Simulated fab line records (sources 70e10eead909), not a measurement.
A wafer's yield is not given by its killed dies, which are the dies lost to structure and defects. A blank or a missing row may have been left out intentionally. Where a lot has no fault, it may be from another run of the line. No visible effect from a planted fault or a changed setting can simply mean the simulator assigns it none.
The tool behind it: which one? -- flow nand_harc -- 12 lots, 36 wafers sampled, at 5 steps of a route of 1302

## WHAT EACH GAUGE READ, for each wafer
NHARC_END_SORT_01. Usual: defect_limited_yield 91.4 %, standard deviation 2.4; killed_at_array 54, standard deviation 17; killed_at_other 0.7, standard deviation 1; killed_at_periphery 3.7, standard deviation 2.9; killed_dies 58, standard deviation 16; killed_open 3.2, standard deviation 1.9; killed_short 2.2, standard deviation 1.5; sort_bin_2_pct 3.1 %, standard deviation 1.1; sort_bin_3_pct 0.6 %, standard deviation 0.33; sort_bin_4_pct 4.9 %, standard deviation 1.4; sort_n_pass 619, standard deviation 16; sort_rim_yield_pct 94 %, standard deviation 3.8; sort_yield_pct 91.4 %, standard deviation 2.4.
lot,measured,on,defect_limited_yield (%),killed_at_array,killed_at_other,killed_at_periphery,killed_dies,killed_open,killed_short,sort_bin_2_pct (%),sort_bin_3_pct (%),sort_bin_4_pct (%),sort_n_pass,sort_rim_yield_pct (%),sort_yield_pct (%),flag
L561,day 25 12:46,prober-01,92.8 91.4 91.1,49 53 55,0 1 1,0 4 4,49 58 60,2 2 5,3 1 0,2.2 2.4 3.2,0.9 0.7 0.9,4.1 5.5 4.7,628 619 617,93 98 93,92.8 91.4 91.1,
L563,day 25 22:12,prober-01,90.0 90.3 91.4,63 59 55,1 1 0,4 6 3,68 66 58,1 4 1,2 1 1,3.1 3.8 2.8,0.7 1.2 0.9,6.2 4.7 4.9,609 611 619,92 97 98,90.0 90.3 91.4,
L565,day 27 07:11,prober-01,91.6 91.7 91.4,52 54 55,2 1 0,3 1 3,57 56 58,2 2 3,2 2 2,2.4 3.1 3.2,0.7 0.1 0.7,5.3 5.0 4.6,620 621 619,97 93 97,91.6 91.7 91.4,
L566,day 28 06:05,prober-01,92.2 92.6 92.3,52 49 50,0 0 1,1 1 1,53 50 52,3 2 5,3 3 3,2.7 2.5 3.1,0.7 0.6 0.7,4.4 4.3 3.8,624 627 625,99 98 97,92.2 92.6 92.3,
L567,day 27 22:20,prober-01,90.0 91.7 90.8,63 55 57,0 0 1,5 1 4,68 56 62,5 4 2,3 1 2,3.5 2.5 4.3,0.3 0.1 0.3,6.2 5.6 4.6,609 621 615,98 92 91,90.0 91.7 90.8,
L568,day 27 21:37,prober-02,88.8 87.3 91.1,70 81 57,2 2 0,4 3 3,76 86 60,1 5 5,1 0 0,4.6 4.7 3.4,1.3 0.9 0.7,5.3 7.1 4.7,601 591 617,97 97 92,88.8 87.3 91.1,
L569,day 28 06:55,prober-02,90.8 90.0 89.7,61 65 70,1 0 0,0 3 0,62 68 70,4 4 4,1 4 2,3.7 3.5 3.2,0.4 0.3 0.4,5.0 6.2 6.6,615 609 607,99 94 92,90.8 90.0 89.7,
L570,day 28 23:13,prober-01,92.0 92.6 92.8,51 45 43,0 0 0,3 5 6,54 50 49,7 0 1,1 2 3,1.9 3.5 2.2,0.6 0.7 0.6,5.5 3.1 4.4,623 627 628,98 99 95,92.0 92.6 92.8,
L571,day 28 23:13,prober-02,95.9 94.8 96.2,24 26 18,1 5 3,3 4 5,28 35 26,1 2 4,5 1 3,1.3 1.2 1.5,0.6 0.4 0.4,2.2 3.5 1.9,649 642 651,92 95 94,95.9 94.8 96.2,
L572,day 29 11:16,prober-01,91.1 91.9 92.2,49 42 45,0 0 0,11 13 8,60 55 53,1 3 3,4 2 4,3.8 2.8 2.5,0.3 0.9 0.3,4.7 4.4 5.0,617 622 624,93 95 95,91.1 91.9 92.2,
L580,day 33 06:00,prober-01,91.6 93.8 93.8,54 37 40,2 0 1,1 5 1,57 42 42,3 7 4,4 3 1,3.1 2.4 2.2,0.1 0.4 0.4,5.2 3.4 3.5,620 635 635,97 92 97,91.6 93.8 93.8,
L581,day 33 13:12,prober-02,91.6 95.3 90.8,51 28 54,2 0 3,4 4 5,57 32 62,2 3 3,4 1 3,3.4 1.9 3.0,0.9 0.7 0.9,4.1 2.1 5.3,620 645 615,98 88 97,91.6 95.3 90.8,

## WHAT TOOL EACH LOT RAN ON (gives the tool, then ch and the chambers of the sampled wafers, and finally the start)
lot,NHARC_P_CONTACT_ETCH_31,NHARC_P_CONTACT_DEGAS_38,NHARC_P_CONTACT_CVD_23,NHARC_P_M0_SOFTBAKE_04
L561,"rie_diel-12 ch 0,2,3, day 7 02:14 or earlier","pvd_sputter-02, day 7 02:14","cvd_w-02 ch 0,1, day 7 04:00 or earlier","litho_track-01 ch 0, day 7 04:00"
L563,"rie_diel-03 ch 0,1,3, day 8 00:37 or earlier","pvd_sputter-01, day 8 00:37","cvd_w-02 ch 0,1, day 8 02:00 or earlier","litho_track-04 ch 0, day 8 02:00"
L565,"rie_diel-03 ch 0,2,3, day 8 11:14 or earlier","pvd_sputter-01, day 8 11:14","cvd_w-02 ch 0,1, day 8 13:00 or earlier","litho_track-04 ch 0, day 8 13:00"
L566,"rie_diel-03 ch 1,2,3, day 8 23:08 or earlier","pvd_sputter-03, day 8 23:08","cvd_w-02 ch 1, day 9 01:00 or earlier","litho_track-06 ch 0, day 9 01:00"
L567,"rie_diel-07 ch 0,1,3, day 9 05:55 or earlier","pvd_sputter-02, day 9 05:55","cvd_w-01 ch 0, day 9 07:00 or earlier","litho_track-01 ch 0, day 9 07:00"
L568,"rie_diel-03 ch 1,2,3, day 9 16:16 or earlier","pvd_sputter-03, day 9 16:16","cvd_w-01 ch 0,1, day 9 18:00 or earlier","litho_track-01 ch 0, day 9 18:00"
L569,"rie_diel-12 ch 1,2, day 10 03:35 or earlier","pvd_sputter-01, day 10 03:35","cvd_w-01 ch 0,1, day 10 05:00 or earlier","litho_track-01 ch 0, day 10 05:00"
L570,"rie_diel-12 ch 0,1, day 10 16:50 or earlier","pvd_sputter-03, day 10 16:50","cvd_w-01 ch 0,1, day 10 18:00 or earlier","litho_track-01 ch 0, day 10 18:00"
L571,"rie_diel-07 ch 1,2,3, day 10 22:01 or earlier","pvd_sputter-02, day 10 22:01","cvd_w-02 ch 0,1, day 11 00:00 or earlier","litho_track-04 ch 0, day 11 00:00"
L572,"rie_diel-12 ch 0,2,3, day 11 07:39 or earlier","pvd_sputter-02, day 11 07:39","cvd_w-02 ch 0,1, day 11 09:00 or earlier","litho_track-01 ch 0, day 11 09:00"
L580,"rie_diel-07 ch 0,1, day 15 02:32 or earlier","pvd_sputter-02, day 15 02:32","cvd_w-02 ch 0,1, day 15 04:00 or earlier","litho_track-01 ch 0, day 15 04:00"
L581,"rie_diel-12 ch 0,1,3, day 15 05:22 or earlier","pvd_sputter-02, day 15 05:22","cvd_w-02 ch 0,1, day 15 07:00 or earlier","litho_track-01 ch 0, day 15 07:00"
- NHARC_P_CONTACT_ETCH_31: etches the open film in CH3F/O2, target depth 30 nm, time 85.7 s.
- NHARC_P_CONTACT_DEGAS_38: time 60 s.
- NHARC_P_CONTACT_CVD_23: deposits W, target thk 200 nm, time 557 s.
- NHARC_P_M0_SOFTBAKE_04: time 55 s.

## AS READ BY THE TOOLS THEMSELVES (means over the sampled wafers that have a number; for cases with no such wafer, the mark the record gives instead)
NHARC_P_CONTACT_ETCH_31. Usual: chamber_pressure_mTorr 25.002 mTorr, standard deviation 0.024; drypump_motor_current_A 5.5 A, standard deviation 0.37; oes_product_au 0.983 a.u., standard deviation 0.013; rf_vpp_V 245.1 V, standard deviation 1.5; showerhead_plenum_p_Torr 2.51 Torr, standard deviation 0.088; throttle_valve_pct 20.662 %, standard deviation 0.0091.
lot,tool,chamber_pressure_mTorr (mTorr),drypump_motor_current_A (A),oes_product_au (a.u.),rf_vpp_V (V),showerhead_plenum_p_Torr (Torr),throttle_valve_pct (%),flag
L561,rie_diel-12,24.989,5.5,0.988,243.9,2.45,20.664,
L563,rie_diel-03,25.001,5.6,0.983,245.0,2.50,20.662,
L565,rie_diel-03,24.977,5.8,0.990,244.0,2.47,20.662,
L566,rie_diel-03,25.010,5.5,0.972,244.7,2.50,20.663,
L567,rie_diel-07,25.004,5.3,0.967,246.2,2.57,20.666,
L568,rie_diel-03,25.047,5.5,0.987,244.4,2.50,20.664,
L569,rie_diel-12,25.020,5.8,0.977,245.0,2.54,20.654,
L570,rie_diel-12,25.014,5.2,0.976,244.3,2.42,20.661,
L571,rie_diel-07,24.992,5.3,0.991,246.8,2.59,20.661,
L572,rie_diel-12,24.992,5.5,0.982,244.8,2.45,20.657,
L580,rie_diel-07,24.992,5.2,0.985,245.7,2.53,20.662,
L581,rie_diel-12,25.023,5.5,0.983,245.1,2.47,20.668,

NHARC_P_CONTACT_DEGAS_38. Usual: heater_power_w 494 W, standard deviation 48.
lot,tool,heater_power_w (W),flag
L561,pvd_sputter-02,530,
L563,pvd_sputter-01,485,
L565,pvd_sputter-01,475,
L566,pvd_sputter-03,433,
L567,pvd_sputter-02,497,
L568,pvd_sputter-03,454,
L569,pvd_sputter-01,487,
L570,pvd_sputter-03,467,
L571,pvd_sputter-02,539,
L572,pvd_sputter-02,516,
L580,pvd_sputter-02,502,
L581,pvd_sputter-02,511,

NHARC_P_CONTACT_CVD_23. Usual: heater_power_outer_w 278 W, standard deviation 35; heater_power_w 488 W, standard deviation 27; throttle_valve_pct 7.87 %, standard deviation 0.28.
lot,tool,heater_power_outer_w (W),heater_power_w (W),throttle_valve_pct (%),flag
L561,cvd_w-02,242,457,7.67,
L563,cvd_w-02,257,469,7.77,
L565,cvd_w-02,258,473,7.68,
L566,cvd_w-02,272,480,7.81,
L567,cvd_w-01,314,521,7.71,
L568,cvd_w-01,318,515,8.10,
L569,cvd_w-01,319,528,7.83,
L570,cvd_w-01,321,515,8.33,
L571,cvd_w-02,250,467,7.82,
L572,cvd_w-02,259,472,7.89,
L580,cvd_w-02,259,471,7.82,
L581,cvd_w-02,266,476,7.83,

NHARC_P_M0_SOFTBAKE_04. Usual: heater_power_total_W 188.46 W, standard deviation 0.14.
lot,tool,heater_power_total_W (W),flag
L561,litho_track-01,188.44,
L563,litho_track-04,188.53,
L565,litho_track-04,188.51,
L566,litho_track-06,188.52,
L567,litho_track-01,188.52,
L568,litho_track-01,188.44,
L569,litho_track-01,188.38,
L570,litho_track-01,184.48,OFF
L571,litho_track-04,188.63,
L572,litho_track-01,184.62,OFF
L580,litho_track-01,188.45,
L581,litho_track-01,188.49,

## THE ANSWER, worked out from the rows above alone
Rule: a lot counts as off when the mean over its wafers that have a number is more than 3 standard deviations away from the usual mean. Also off: a lot with no number at a reading for which 4 or more lots have one. The other lots that the step has rows for count as sound. Order of review: gauges by route order, followed by the tools' own readings, for which a lot's mean as printed above is used. At the first step where some lot is off, the reading lying furthest off is the one used; lots without a number count as furthest.
Off: L570, L572, at NHARC_P_M0_SOFTBAKE_04 (heater_power_total_W).
If a tool, at that step or one of the process steps before it, ran each lot that is off and ran no sound lot following the first of them, it fits. NHARC_P_CONTACT_ETCH_31: start missing for some lots; hours and lot order therefore follow NHARC_P_CONTACT_DEGAS_38. NHARC_P_CONTACT_CVD_23: start missing for some lots; hours and lot order therefore follow NHARC_P_M0_SOFTBAKE_04. No candidate that was tried fits.

## WHAT THE SIMULATOR HAD INSERTED
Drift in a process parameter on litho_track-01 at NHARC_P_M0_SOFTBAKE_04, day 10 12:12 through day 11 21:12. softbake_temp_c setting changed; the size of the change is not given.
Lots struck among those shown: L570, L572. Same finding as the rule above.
